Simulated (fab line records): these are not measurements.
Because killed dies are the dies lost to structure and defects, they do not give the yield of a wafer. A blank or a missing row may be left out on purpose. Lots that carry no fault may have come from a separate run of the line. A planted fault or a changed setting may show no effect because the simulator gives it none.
Matching of chambers || flow nand_harc || NHARC_A_STAIRCASE_CMP_450 on cmp-02: 4 sister chambers
The step polishes SiO2, target thk 200 nm. 4 wafers are shown with their chamber, then 9 later ones without.

== WAFERS, EACH WITH ITS CHAMBER ==
{"wafer": "L090.2", "chamber": 2, "motor_current_A (A)": 13.2}
{"wafer": "L092.3", "chamber": 3, "motor_current_A (A)": 12.8}
{"wafer": "L092.5", "chamber": 1, "motor_current_A (A)": 12.5}
{"wafer": "L092.6", "chamber": 0, "motor_current_A (A)": 11.7}

== WAFERS MISSING THEIR CHAMBER ==
{"wafer": "L093.2", "motor_current_A (A)": 12.0}
{"wafer": "L093.4", "motor_current_A (A)": 12.4}
{"wafer": "L093.5", "motor_current_A (A)": 12.0}
{"wafer": "L096.3", "motor_current_A (A)": 12.5}
{"wafer": "L096.5", "motor_current_A (A)": 12.3}
{"wafer": "L096.6", "motor_current_A (A)": 12.7}
{"wafer": "L097.1", "motor_current_A (A)": 11.8}
{"wafer": "L097.5", "motor_current_A (A)": 12.4}
{"wafer": "L097.6", "motor_current_A (A)": 12.3}

== WHICH CHAMBER EACH WENT THROUGH ==
{"wafer": "L093.2", "from the rows above": "can't be placed: 0 or 1", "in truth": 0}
{"wafer": "L093.4", "from the rows above": "can't be placed: 1 or 3", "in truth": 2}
{"wafer": "L093.5", "from the rows above": "can't be placed: 0 or 1", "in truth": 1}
{"wafer": "L096.3", "from the rows above": "can't be placed: 1 or 3", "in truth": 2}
{"wafer": "L096.5", "from the rows above": "can't be placed: 1 or 3", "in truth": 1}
{"wafer": "L096.6", "from the rows above": "can't be placed: 3 or 1", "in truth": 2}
{"wafer": "L097.1", "from the rows above": 0, "in truth": 0}
{"wafer": "L097.5", "from the rows above": "can't be placed: 1 or 3", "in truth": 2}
{"wafer": "L097.6", "from the rows above": "can't be placed: 1 or 3", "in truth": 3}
Placed correctly: 1 of 9. From these rows, 8 cannot be placed; in 4 the true chamber is one of the candidates. Wrongly placed: 0.
How it was worked out, from the rows above alone: a wafer's distance from a chamber is the root of the sum, over the readings, of the square of ((its reading less the chamber's mean) divided by the reading's scatter). The wafer belongs to the nearest chamber; if the next one is less than 2 further off, it can't be placed. A chamber's mean is the mean of its shown wafers. The scatter (one wafer shown for each chamber): square how far every hidden wafer sits from the nearest shown wafer, average those squares and take the square root.
